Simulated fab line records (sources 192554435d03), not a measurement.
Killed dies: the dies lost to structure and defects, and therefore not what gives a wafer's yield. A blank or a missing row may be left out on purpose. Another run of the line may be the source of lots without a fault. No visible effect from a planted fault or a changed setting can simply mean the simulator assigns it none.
The tool behind it: which one? ; flow n5Finfet ; Sampling: 11 lots, 33 wafers, 5 of 1938 route steps

== WHAT THE GAUGES SHOWED, per wafer ==
N5_BEOL_M12_THK_MEAS_50: measures by xrf.
lot;measured;on;M12_THK (nm)
L924;day 10 09:38;filmMetro-01;315 317 304
L925;day 10 23:58;filmMetro-01;327 321 318
L927;day 11 08:40;filmMetro-01;316 317 306
L929;day 12 00:11;filmMetro-01;316 319 319
L930;day 12 17:31;filmMetro-02;328 325 319
L939;day 14 12:43;filmMetro-01;322 328 319
L941;day 15 03:48;filmMetro-02;317 319 317
L943;day 15 13:31;filmMetro-01;313 316 316
L940;day 15 13:55;filmMetro-02;316 321 311
L942;day 15 20:22;filmMetro-02;319 315 314
L946;day 16 15:47;filmMetro-02;314 310 312

N5_BEOL_M13_CD_MEAS_10: the cd target is 190 nm.
lot;measured;on;cdNm (nm)
L924;day 10 10:18;cdSem-02;189.3 188.8 190.2
L925;day 11 00:43;cdSem-03;192.1 193.1 190.4
L927;day 11 09:26;cdSem-02;191.2 190.1 191.2
L929;day 12 00:50;cdSem-01;187.0 187.0 188.6
L930;day 12 18:17;cdSem-01;173.8 173.7 173.7
L939;day 14 13:23;cdSem-02;188.8 190.4 192.2
L941;day 15 04:26;cdSem-02;190.6 191.2 190.1
L943;day 15 14:09;cdSem-03;189.9 189.4 190.9
L940;day 15 14:34;cdSem-01;190.5 189.9 190.1
L942;day 15 21:01;cdSem-02;190.6 192.2 193.2
L946;day 16 16:26;cdSem-02;194.0 192.2 190.3

== EACH LOT AND THE TOOL THAT RAN IT (in order: tool; ch and the chambers of the sampled wafers; start) ==
lot;N5_BEOL_M12_PRE_CLEAN_42;N5_BEOL_M12_SPUTTER_45;N5_BEOL_M13_EXPOSE_07
L924;pvdSputter-01, day 10 08:33;pvdSputter-01, day 10 08:45;krfScanner-02 ch 0, day 10 10:08
L925;pvdSputter-03, day 10 22:54;pvdSputter-03, day 10 23:06;krfScanner-01 ch 0, day 11 00:32
L927;pvdSputter-03, day 11 07:21;pvdSputter-03, day 11 07:33;krfScanner-02 ch 0, day 11 09:16
L929;pvdSputter-02, day 11 22:58;pvdSputter-02, day 11 23:10;krfScanner-02 ch 0, day 12 00:40
L930;pvdSputter-02, day 12 15:30;pvdSputter-02, day 12 15:42;krfScanner-02 ch 0, day 12 18:06
L939;pvdSputter-01, day 14 11:40;pvdSputter-01, day 14 11:52;krfScanner-01 ch 0, day 14 13:13
L941;pvdSputter-03, day 15 02:44;pvdSputter-03, day 15 02:56;krfScanner-01 ch 0, day 15 04:17
L943;pvdSputter-02, day 15 12:27;pvdSputter-02, day 15 12:39;krfScanner-01 ch 0, day 15 13:59
L940;pvdSputter-02, day 15 12:46;pvdSputter-02, day 15 12:58;krfScanner-01 ch 0, day 15 14:24
L942;pvdSputter-03, day 15 19:19;pvdSputter-03, day 15 19:31;krfScanner-01 ch 0, day 15 20:50
L946;pvdSputter-03, day 16 14:44;pvdSputter-03, day 16 14:56;krfScanner-01 ch 0, day 16 16:16
- N5_BEOL_M12_PRE_CLEAN_42: time 30 s.
- N5_BEOL_M12_SPUTTER_45: material Cu, target thk 80 nm, time 13.33 s.
- N5_BEOL_M13_EXPOSE_07: exposes mask V12.

== AS READ BY THE TOOLS THEMSELVES (means over the sampled wafers that have a number; for cases with no such wafer, the mark the record gives instead) ==
N5_BEOL_M12_PRE_CLEAN_42.
lot;tool;heaterPowerW (W)
L924;pvdSputter-01;267
L925;pvdSputter-03;346
L927;pvdSputter-03;333
L929;pvdSputter-02;378
L930;pvdSputter-02;353
L939;pvdSputter-01;294
L941;pvdSputter-03;335
L943;pvdSputter-02;347
L940;pvdSputter-02;363
L942;pvdSputter-03;336
L946;pvdSputter-03;354

N5_BEOL_M12_SPUTTER_45.
lot;tool;biasV (V);chuckSensorTempC (C);substrateTempC (C);throttleValvePct (%)
L924;pvdSputter-01;60.1;-15.7;-19.98;30.0
L925;pvdSputter-03;60.5;-15.7;-19.84;31.0
L927;pvdSputter-03;60.5;-16.0;-20.06;31.4
L929;pvdSputter-02;59.9;-16.0;-19.95;29.8
L930;pvdSputter-02;59.5;-15.7;-20.03;30.0
L939;pvdSputter-01;60.1;-15.4;-20.07;29.4
L941;pvdSputter-03;60.1;-16.1;-20.08;31.5
L943;pvdSputter-02;60.0;-15.8;-20.03;30.3
L940;pvdSputter-02;60.0;-15.7;-20.02;30.0
L942;pvdSputter-03;60.1;-16.1;-19.98;31.4
L946;pvdSputter-03;60.4;-15.9;-20.03;31.3

N5_BEOL_M13_EXPOSE_07.
lot;tool;exposureDoseMJCm2
L924;krfScanner-02;24.775
L925;krfScanner-01;24.781
L927;krfScanner-02;24.786
L929;krfScanner-02;24.783
L930;krfScanner-02;21.153
L939;krfScanner-01;24.785
L941;krfScanner-01;24.722
L943;krfScanner-01;24.772
L940;krfScanner-01;24.799
L942;krfScanner-01;24.753
L946;krfScanner-01;24.804

== THE ANSWER, worked out from the rows above alone ==
Rule: the usual values come from the lots themselves. The widest of any qualifying gaps counts: lots, ordered by their means at a reading, are off when they make up no more than a third of the lots, leave a main group of 4 or more, and stand apart from it by 3 or more times the standard deviation of that group's means. Not used: any main group whose means are identical at the precision the tables above print for the reading. Also off: a lot with no number at a reading for which 4 or more lots have one. The other lots that the step has rows for count as sound. The gauges are gone through in route order, then the tools' own readings, and for those a lot's mean is taken as printed above. The first step at which some lot is off is used, and at that step the reading that is off furthest; a lot without a number counts as furthest.
Off: L930 (N5_BEOL_M13_CD_MEAS_10, cdNm). The main group has a mean of 190.5 nm with a standard deviation of 1.3.
If a tool, at a process step before that reading, ran all the lots that are off and no sound lot after the first of them, it fits. The gauges at N5_BEOL_M13_CD_MEAS_10 aren't tried: what is off there is off at N5_BEOL_M13_EXPOSE_07 too, on other tools, and a gauge's error can't cause that. One candidate fits, namely krfScanner-02 at N5_BEOL_M13_EXPOSE_07. Its last sound lot is L929 (day 12 00:40), its first lot that is off L930 (day 12 18:06): a fault that began between those two fits.
The tool's own readings at N5_BEOL_M13_EXPOSE_07 bear it out: on the lots that are off they differ by more than 5 times the standard deviation of the sound lots' means. exposureDoseMJCm2 reads 21.153 there against 24.776 on the sound lots.

== WHAT THE SIMULATOR HAD INSERTED ==
Process parameter drift: krfScanner-02, from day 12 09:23 on, at N5_BEOL_M13_EXPOSE_07. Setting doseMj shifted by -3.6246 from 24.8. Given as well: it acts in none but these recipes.
Lots struck among those shown: L930. The rule above found the same.
